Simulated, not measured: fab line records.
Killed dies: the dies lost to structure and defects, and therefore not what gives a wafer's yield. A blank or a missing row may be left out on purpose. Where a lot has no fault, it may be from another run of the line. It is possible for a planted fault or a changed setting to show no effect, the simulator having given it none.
fab line records	flow n5_finfet
[record] lots = 14	wafers = 41	last_day = 17
route steps=1938 shown BEOL_M1@835 BEOL_M2@841 BEOL_M4@1111
lots that met no fault: from a run of the same line without faults
start_h: hours from the record's opening day to when the first of the lot's shown wafers began	wait_h: hours from the lot's prior step to this one	" identical to the entry in the row above	L1.1+2: one row covering several wafers at once	- no value, or no start was given	* or withheld: withheld	< > ~ a bound
route shown NAME@n: a module of which the file shows steps, and the number in the route of the first	usual: mean/standard deviation of fault-free wafers	same: alike in all rows	chamber/n: place in a boat	sites: readings site by site	_std_site: how widely they spread, as a standard deviation	_edge_site: outer sites' mean less inner sites'	radius_mm: how far each site lies from the wafer's centre	mask NAME#n: copy n	behind: the tool/chamber that last shaped the wafer	hold: why the lot was held/for how many hours/how that ended	device: transistor that didn't switch, given as n, p or np	end of line: tests of these same wafers at the route's end	a step without rows: its recipe alone	killed: dies lost to structure and defects at the first sort, not the wafer's yield	map: dies across one wafer; x = killed, . = not, _ = none there
set.NAME: setting as actually run; set.NAME@STEP: the setting as run at that earlier step	model.NAME: the simulator's own value behind a step, which no gauge read
steps of the route over a sample of lots; a table a step, a row a wafer
services: the hour from which a tool's chamber was out of use, counted from the record's first day as start_h (under 0 if before that day), plus the number of hours and why
[[steps]]
[step N5_BEOL_M1_PRE_CLEAN_60]
[recipe] gas = NH3/H2	time_s = 15	temp_c = *	rf_power_w = 300
[usual] heater_power_w = 98/8.9
lot.wafer	tool	chamber	start_h	wait_h	heater_power_w
L796.2	cvd_co-02	1	159.75	0.0	99
L796.4	"	0	"	"	89
L796.5	"	2	"	"	97
L800.1	cvd_co-02	0	164.89	0.0	88
L800.2	"	1	"	"	97
L800.6	"	0	"	"	90
L798.1	cvd_co-02	1	165.58	0.0	99
L798.2	"	0	"	"	88
L798.6	"	0	"	"	91
L799.2	cvd_co-01	1	168.58	0.0	92
L799.3	"	0	"	"	119
L799.4	"	1	"	"	93
L801.3	cvd_co-02	1	170.38	0.0	98
L801.4	"	1	"	"	101
L801.6	"	2	"	"	94
L802.1	cvd_co-01	1	171.78	0.1	92
L802.2	"	0	"	"	118
L802.6	"	0	"	"	115
L805.1	cvd_co-02	0	186.55	0.0	90
L805.2	"	1	"	"	98
L806.1	cvd_co-01	2	200.82	0.0	93
L806.3	"	0	"	"	117
L806.6	"	1	"	"	96
L809.1	cvd_co-02	2	231.85	0.0	97
L809.3	"	1	"	"	98
L809.5	"	2	"	"	97
L811.3	cvd_co-02	2	233.63	0.0	98
L811.4	"	0	"	"	91
L811.6	"	2	"	"	100
L814.1	cvd_co-02	0	235.55	0.1	89
L814.4	"	1	"	"	99
L814.5	"	2	"	"	99
L815.1	cvd_co-01	1	249.67	0.0	92
L815.4	"	1	"	"	94
L815.5	"	0	"	"	121
L816.2	cvd_co-02	1	252.86	0.0	99
L816.5	"	1	"	"	99
L816.6	"	2	"	"	99
L817.1	cvd_co-02	2	267.65	0.1	100
L817.3	"	0	"	"	91
L817.4	"	2	"	"	98
[step N5_BEOL_M2_ILD_DEP_00]
[recipe] material = SiOC	target_thk_a = 790	temp_c = 350	precursor = DEMS/O2	pressure_torr = 5	rf_w = 500	time_s = 15.3
[usual] heater_power_w = 539/83	showerhead_plenum_p_Torr = 5.699/0.014	throttle_valve_pct = 11.7/0.73
lot.wafer	tool	chamber	start_h	wait_h	heater_power_w	showerhead_plenum_p_Torr	throttle_valve_pct
L796.2	pecvd-04	0	160.06	0.1	481	5.700	12.5
L796.4	"	1	"	"	417	5.701	13.1
L796.5	"	0	"	"	494	5.719	12.4
L800.1	pecvd-01	2	165.24	0.0	607	5.694	11.6
L800.2	"	0	"	"	420	5.682	11.8
L800.6	"	0	"	"	438	5.673	12.0
L798.1	pecvd-01	2	165.92	0.0	638	5.718	11.9
L798.2	"	1	"	"	516	5.707	11.8
L798.6	"	1	"	"	503	5.684	11.7
L799.2	pecvd-03	1	168.86	0.0	638	5.714	12.1
L799.3	"	2	"	"	487	5.701	10.5
L799.4	"	1	"	"	626	5.705	12.0
L801.3	pecvd-03	1	170.67	0.0	651	5.705	11.8
L801.4	"	2	"	"	454	5.709	10.2
L801.6	"	0	"	"	632	5.708	11.7
L802.1	pecvd-04	1	172.06	0.0	489	5.702	13.3
L802.2	"	2	"	"	507	5.706	11.7
L802.6	"	2	"	"	511	5.688	11.5
L805.1	pecvd-01	1	186.83	0.0	522	5.704	11.5
L805.2	"	2	"	"	616	5.678	11.4
L806.1	pecvd-03	0	201.10	0.0	677	5.715	11.6
L806.3	"	2	"	"	435	5.695	10.4
L806.6	"	0	"	"	694	5.710	11.4
L809.1	pecvd-03	2	232.13	0.0	434	5.686	10.4
L809.3	"	1	"	"	614	5.703	12.1
L809.5	"	1	"	"	638	5.712	12.2
L811.3	pecvd-04	2	233.94	0.1	523	5.702	11.9
L811.4	"	0	"	"	447	5.715	12.6
L811.6	"	2	"	"	540	5.710	12.2
L814.1	pecvd-03	2	235.84	0.0	505	5.700	10.6
L814.4	"	2	"	"	493	5.696	10.4
L814.5	"	1	"	"	656	5.709	11.6
L815.1	pecvd-03	0	249.96	0.0	680	5.702	11.5
L815.4	"	2	"	"	490	5.704	10.5
L815.5	"	0	"	"	696	5.717	11.6
L816.2	pecvd-01	0	253.15	0.0	381	5.661	12.4
L816.5	"	1	"	"	502	5.690	11.6
L816.6	"	2	"	"	614	5.692	10.9
L817.1	pecvd-04	1	267.99	0.0	501	5.699	13.3
L817.3	"	0	"	"	466	5.725	12.5
L817.4	"	2	"	"	571	5.700	11.8
[step N5_BEOL_M2_INSPECT_13]
[recipe] mode = adi	inspect_instrument = brightfield
[usual] raw_defect_count = 444/110
lot.wafer	tool	chamber	start_h	wait_h	raw_defect_count
L796.2	defect_inspect-02	-	161.90	0.0	414
L796.4	"	-	"	"	386
L796.5	"	-	"	"	371
L800.1	defect_inspect-01	-	166.84	0.1	460
L800.2	"	-	"	"	439
L800.6	"	-	"	"	410
L798.1	defect_inspect-02	-	167.18	0.1	375
L798.2	"	-	"	"	364
L798.6	"	-	"	"	380
L799.2	defect_inspect-02	-	170.65	0.0	334
L799.3	"	-	"	"	516
L799.4	"	-	"	"	458
L801.3	defect_inspect-02	-	171.86	0.0	605
L801.4	"	-	"	"	354
L801.6	"	-	"	"	461
L802.1	defect_inspect-02	-	173.04	0.1	655
L802.2	"	-	"	"	426
L802.6	"	-	"	"	558
L805.1	defect_inspect-01	-	188.69	0.1	480
L805.2	"	-	"	"	512
L806.1	defect_inspect-01	-	201.84	0.1	538
L806.3	"	-	"	"	495
L806.6	"	-	"	"	371
L809.1	defect_inspect-02	-	235.03	0.1	343
L809.3	"	-	"	"	269
L809.5	"	-	"	"	480
L811.3	defect_inspect-02	-	235.45	0.1	410
L811.4	"	-	"	"	477
L811.6	"	-	"	"	454
L814.1	defect_inspect-01	-	237.99	0.1	265
L814.4	"	-	"	"	301
L814.5	"	-	"	"	322
L815.1	defect_inspect-02	-	250.74	0.1	290
L815.4	"	-	"	"	376
L815.5	"	-	"	"	228
L816.2	defect_inspect-01	-	253.97	0.0	535
L816.5	"	-	"	"	524
L816.6	"	-	"	"	698
L817.1	defect_inspect-02	-	274.87	0.1	424
L817.3	"	-	"	"	358
L817.4	"	-	"	"	394
[step N5_BEOL_M2_HM_OPEN_17]
[recipe] chemistry = Cl2/BCl3	target_depth_a = 200	overetch_a = 60	target = TiN	mask_material = SOC	ion_energy_ev = 150	pressure_mtorr = 10	icp_w = 1000	bias_w = 126	Cl2_flow_sccm = 53.25	bcl3_flow_sccm = 21.75	Ar_flow_sccm = 25
[usual] bcl3_flow_sccm = 21.77/0.066	bias_w = 126.0/0.34	drypump_motor_current_A = 5.6/0.35	he_backside_leak_sccm = 3.49/0.18	oes_product_au = 0.67/0.1	throttle_valve_pct = 22.03/0.23
lot.wafer	tool	chamber	start_h	wait_h	bcl3_flow_sccm	bias_w	drypump_motor_current_A	he_backside_leak_sccm	oes_product_au	rf_hours_counter_h	throttle_valve_pct
L796.2	rie_metal-03	0	162.23	0.1	21.80	125.5	5.6	3.61	0.79	9	21.87
L796.4	"	0	"	"	21.77	125.6	5.6	3.50	0.80	-	21.87
L796.5	"	1	"	"	21.79	125.9	5.7	3.47	0.66	-	21.98
L800.1	rie_metal-03	0	167.13	0.0	21.64	125.8	5.7	3.63	0.78	9	21.87
L800.2	"	1	"	"	21.84	126.3	5.7	3.81	0.67	39	21.99
L800.6	"	0	"	"	21.68	125.8	5.6	3.58	0.79	-	21.86
L798.1	rie_metal-02	0	167.63	0.0	21.70	126.1	6.1	3.47	0.75	13	22.01
L798.2	"	1	"	"	21.75	126.6	5.5	3.14	0.73	25	21.82
L798.6	"	0	"	"	21.75	125.9	6.1	3.46	0.76	-	22.00
L799.2	rie_metal-01	0	171.31	0.1	21.82	126.5	5.0	3.61	0.50	-	22.43
L799.3	"	0	"	"	21.69	126.1	5.0	3.40	0.50	-	22.45
L799.4	"	0	"	"	21.78	125.9	5.0	3.50	0.49	-	22.44
L801.3	rie_metal-03	0	172.43	0.1	21.83	125.9	5.6	3.61	0.79	-	21.88
L801.4	"	1	"	"	21.75	125.9	5.6	3.64	0.66	-	21.99
L801.6	"	1	"	"	21.84	125.5	5.6	3.53	0.65	-	22.02
L802.1	rie_metal-02	1	173.33	0.0	21.79	125.7	5.5	3.75	0.72	26	21.83
L802.2	"	0	"	"	21.79	126.3	6.1	3.36	0.75	14	22.00
L802.6	"	0	"	"	21.61	126.1	6.1	3.37	0.75	-	21.99
L805.1	rie_metal-02	1	188.98	0.0	21.69	126.4	5.5	3.50	0.72	27	21.82
L805.2	"	0	"	"	21.91	126.2	6.1	3.17	0.75	15	22.03
L806.1	rie_metal-01	0	202.13	0.0	21.68	126.2	5.0	3.45	0.49	154	22.45
L806.3	"	0	"	"	21.87	126.0	5.0	3.54	0.49	-	22.46
L806.6	"	0	"	"	21.76	125.9	5.0	3.67	0.50	-	22.45
L809.1	rie_metal-02	0	235.32	0.0	-	-	-	-	-	-	-
L809.3	"	0	"	"	-	-	-	-	-	-	-
L809.5	"	0	"	"	-	-	-	-	-	-	-
L811.3	rie_metal-02	0	235.98	0.1	-	-	-	-	-	-	-
L811.4	"	1	"	"	-	-	-	-	-	-	-
L811.6	"	1	"	"	-	-	-	-	-	-	-
L814.1	rie_metal-02	1	238.29	0.0	21.80	126.3	5.5	3.58	0.70	31	21.86
L814.4	"	1	"	"	21.82	126.3	5.5	3.45	0.71	-	21.84
L814.5	"	0	"	"	21.85	126.6	6.1	3.04	0.72	-	22.03
L815.1	rie_metal-01	0	251.03	0.0	21.82	125.7	5.0	3.60	0.48	162	22.49
L815.4	"	0	"	"	21.84	125.7	5.0	3.57	0.48	-	22.47
L815.5	"	0	"	"	21.78	126.1	5.0	3.52	0.48	-	22.51
L816.2	rie_metal-02	1	254.26	0.0	21.75	125.6	5.5	3.30	0.69	33	21.86
L816.5	"	1	"	"	21.77	125.6	5.5	3.44	0.70	-	21.83
L816.6	"	0	"	"	21.69	125.4	6.1	3.42	0.72	-	22.00
L817.1	rie_metal-01	1	275.42	0.0	21.89	126.5	5.5	3.00	0.73	18	21.76
L817.3	"	1	"	"	21.75	126.2	5.5	3.20	0.71	-	21.80
L817.4	"	1	"	"	21.66	126.3	5.4	3.14	0.71	-	21.79
[step N5_BEOL_M2_CD_MEAS_18]
[recipe] pitch_nm = 36	target_cd_nm = 18
[usual] cd_nm = 18.1/0.4
lot.wafer	tool	chamber	start_h	wait_h	cd_nm
L796.2	cd_sem-01	-	162.41	0.1	18.0
L796.4	"	-	"	"	18.0
L796.5	"	-	"	"	18.3
L800.1	cd_sem-03	-	167.35	0.0	18.1
L800.2	"	-	"	"	18.6
L800.6	"	-	"	"	18.2
L798.1	cd_sem-01	-	167.81	0.0	17.8
L798.2	"	-	"	"	18.7
L798.6	"	-	"	"	18.4
L799.2	cd_sem-02	-	171.82	0.1	18.5
L799.3	"	-	"	"	17.9
L799.4	"	-	"	"	18.2
L801.3	cd_sem-03	-	172.60	0.1	17.8
L801.4	"	-	"	"	17.7
L801.6	"	-	"	"	18.3
L802.1	cd_sem-02	-	173.51	0.0	17.5
L802.2	"	-	"	"	17.5
L802.6	"	-	"	"	17.9
L805.1	cd_sem-02	-	189.16	0.0	17.6
L805.2	"	-	"	"	17.3
L806.1	cd_sem-03	-	202.40	0.0	18.2
L806.3	"	-	"	"	18.2
L806.6	"	-	"	"	18.4
L809.1	cd_sem-01	-	235.63	0.0	-
L809.3	"	-	"	"	-
L809.5	"	-	"	"	-
L811.3	cd_sem-03	-	236.14	0.1	-
L811.4	"	-	"	"	-
L811.6	"	-	"	"	-
L814.1	cd_sem-03	-	238.93	0.0	18.4
L814.4	"	-	"	"	18.4
L814.5	"	-	"	"	18.1
L815.1	cd_sem-01	-	251.30	0.0	18.1
L815.4	"	-	"	"	18.8
L815.5	"	-	"	"	18.3
L816.2	cd_sem-02	-	254.69	0.1	18.5
L816.5	"	-	"	"	18.4
L816.6	"	-	"	"	18.0
L817.1	cd_sem-02	-	275.76	0.0	18.3
L817.3	"	-	"	"	17.9
L817.4	"	-	"	"	18.4
[step N5_BEOL_M4_RC_MEAS_101]
[usual] DIBL_N = 36.6/2.1	DIBL_P = 36.5/2.7	IOFF_N = 0.17/0.043	IOFF_P = 0.22/0.045	ION_N = 674/17	ION_P = 461/9.9	SS_N = 71.7/0.79	SS_P = 73.4/0.79	VT_N = 249/4	VT_P = -250/3.3
lot.wafer	tool	chamber	start_h	wait_h	DIBL_N[mV/V]	DIBL_P[mV/V]	IOFF_N[nA/um]	IOFF_P[nA/um]	ION_N[uA/um]	ION_P[uA/um]	SS_N[mV/dec]	SS_P[mV/dec]	VT_N[mV]	VT_P[mV]
L796.2	prober-01	0	188.87	0.2	33.1	33.5	0.10	0.14	647	443	70.5	71.6	258	-256
L796.4	"	0	"	"	34.9	36.1	0.14	0.18	658	454	71.3	73.0	252	-254
L796.5	"	0	"	"	38.3	39.8	0.22	0.24	696	469	72.1	73.2	244	-251
L800.1	prober-01	0	194.77	0.0	39.7	39.8	0.19	0.27	657	452	71.8	75.0	249	-248
L800.2	"	0	"	"	36.1	32.2	0.13	0.15	644	439	70.9	72.2	254	-255
L800.6	"	0	"	"	35.1	33.3	0.12	0.17	645	449	70.6	72.6	254	-255
L798.1	prober-02	0	194.93	0.0	40.5	39.4	0.23	0.26	695	463	73.2	74.4	247	-250
L798.2	"	0	"	"	37.7	35.1	0.17	0.19	676	454	72.8	73.9	250	-254
L798.6	"	0	"	"	38.3	37.4	0.20	0.23	693	464	72.4	73.9	248	-248
L799.2	prober-02	0	200.10	0.2	34.9	34.8	0.16	0.26	695	487	71.3	72.6	249	-244
L799.3	"	0	"	"	35.6	34.2	0.17	0.25	653	460	71.6	73.1	250	-245
L799.4	"	0	"	"	36.0	34.3	0.17	0.25	679	465	71.9	73.2	248	-246
L802.1	prober-02	0	208.94	0.0	39.1	38.8	0.20	0.23	668	454	72.6	73.9	249	-251
L802.2	"	0	"	"	41.6	42.6	0.28	0.30	695	467	72.6	74.9	243	-248
L802.6	"	0	"	"	41.1	42.1	0.23	0.28	702	472	72.1	74.9	247	-249
L801.3	prober-02	0	215.73	0.3	39.5	41.3	0.25	0.30	692	469	73.0	74.9	244	-246
L801.4	"	0	"	"	39.0	40.2	0.25	0.30	689	468	72.0	74.1	242	-245
L801.6	"	0	"	"	37.1	36.6	0.20	0.23	687	465	72.0	73.9	248	-246
L805.1	prober-02	0	218.22	0.0	35.5	36.0	0.15	0.23	673	467	71.9	73.6	248	-246
L805.2	"	0	"	"	37.8	38.4	0.19	0.27	682	478	72.0	74.2	249	-246
L806.1	prober-01	0	238.49	0.0	34.5	33.8	0.13	0.18	659	460	70.8	72.9	251	-249
L806.3	"	0	"	"	34.3	34.0	0.12	0.19	660	457	70.2	73.5	255	-249
L806.6	"	0	"	"	35.6	36.4	0.15	0.24	678	473	71.4	73.6	251	-247
L814.1	prober-01	0	267.84	0.0	37.2	37.6	0.17	0.22	658	452	71.1	74.0	250	-249
L814.4	"	0	"	"	38.0	39.5	0.20	0.25	682	465	72.1	73.7	245	-248
L814.5	"	0	"	"	35.6	34.8	0.15	0.18	673	455	71.3	73.8	251	-250
L815.1	prober-01	0	282.81	0.0	37.2	37.7	0.18	0.24	699	478	72.0	73.5	247	-246
L815.4	"	0	"	"	36.0	36.6	0.17	0.23	678	465	71.1	73.3	246	-247
L815.5	"	0	"	"	37.9	38.2	0.19	0.24	664	456	72.0	73.2	245	-249
L816.2	prober-02	0	284.37	0.2	35.6	35.6	0.15	0.19	665	447	71.4	73.5	252	-254
L816.5	"	0	"	"	35.8	36.1	0.16	0.19	681	456	71.3	73.6	250	-254
L816.6	"	0	"	"	37.1	37.1	0.19	0.22	673	449	72.3	73.9	246	-253
L817.1	prober-02	0	314.36	0.0	36.5	38.2	0.16	0.23	661	455	71.5	74.0	251	-251
L817.3	"	0	"	"	40.9	43.3	0.30	0.37	712	483	72.4	75.4	240	-245
L817.4	"	0	"	"	36.9	38.2	0.18	0.23	682	462	71.4	74.2	247	-251
[[services]]
tool	chamber	start_h	hours	kind
rie_metal-01	1	144.96	112.8	repair
cvd_co-01	-	149.56	6.8	repair
pecvd-01	1	155.76	5.5	scheduled_down
pecvd-03	-	158.00	6.0	pm
cvd_co-02	2	162.97	6.2	repair
rie_metal-03	1	165.66	1.4	repair
rie_metal-01	-	188.23	0.6	repair
cvd_co-01	-	193.17	1.1	repair
pecvd-01	0	196.20	4.1	repair
pecvd-01	2	202.38	-	clean
pecvd-01	2	202.38	-	consumable_replace:showerhead
pecvd-01	2	202.38	29.0	scheduled_down
pecvd-01	2	202.38	29.0	vent_cycle
pecvd-03	-	225.44	0.3	repair
pecvd-04	1	225.77	26.1	repair
rie_metal-03	-	254.30	4.3	pm
rie_metal-01	0	257.77	-	clean
rie_metal-01	0	257.77	20.1	scheduled_down
rie_metal-01	0	257.77	20.1	vent_cycle
cvd_co-02	1	261.07	15.9	repair
rie_metal-01	-	261.70	2.3	repair
pecvd-01	-	262.33	14.6	pm
rie_metal-01	-	265.24	2.8	pm
cvd_co-01	-	265.49	1.7	repair
[[key]]
[first_sign] step = N5_BEOL_M2_HM_OPEN_17	reading = tool_record	direction = missing
[effect] step = N5_BEOL_M2_CD_MEAS_18	reading = cd_nm	direction = missing
met_at N5_BEOL_M2_HM_OPEN_17
struck_lots L809,L811
later_rows_left_out L809.1,L809.3,L809.5,L811.3,L811.4,L811.6
sort_left_out L809.1,L809.3,L809.5,L811.3,L811.4,L811.6
not_acting_at N5_BEOL_M1_PRE_CLEAN_60,N5_BEOL_M2_ILD_DEP_00,N5_BEOL_M2_INSPECT_13
onset_between 188.98 235.32
[fault] kind = skipped_step_whole	tool = rie_metal-02	chamber = -	onset_h = 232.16	steps = N5_BEOL_M2_HM_OPEN_17	scope = struck_lots_only
// sort_left_out: the simulated sort isn't trusted on such a fault, so these wafers' sort isn't shown, and their yield isn't known
// later_rows_left_out: the simulator's readings of these wafers behind a module that went badly wrong aren't trusted and aren't shown, but for the sort
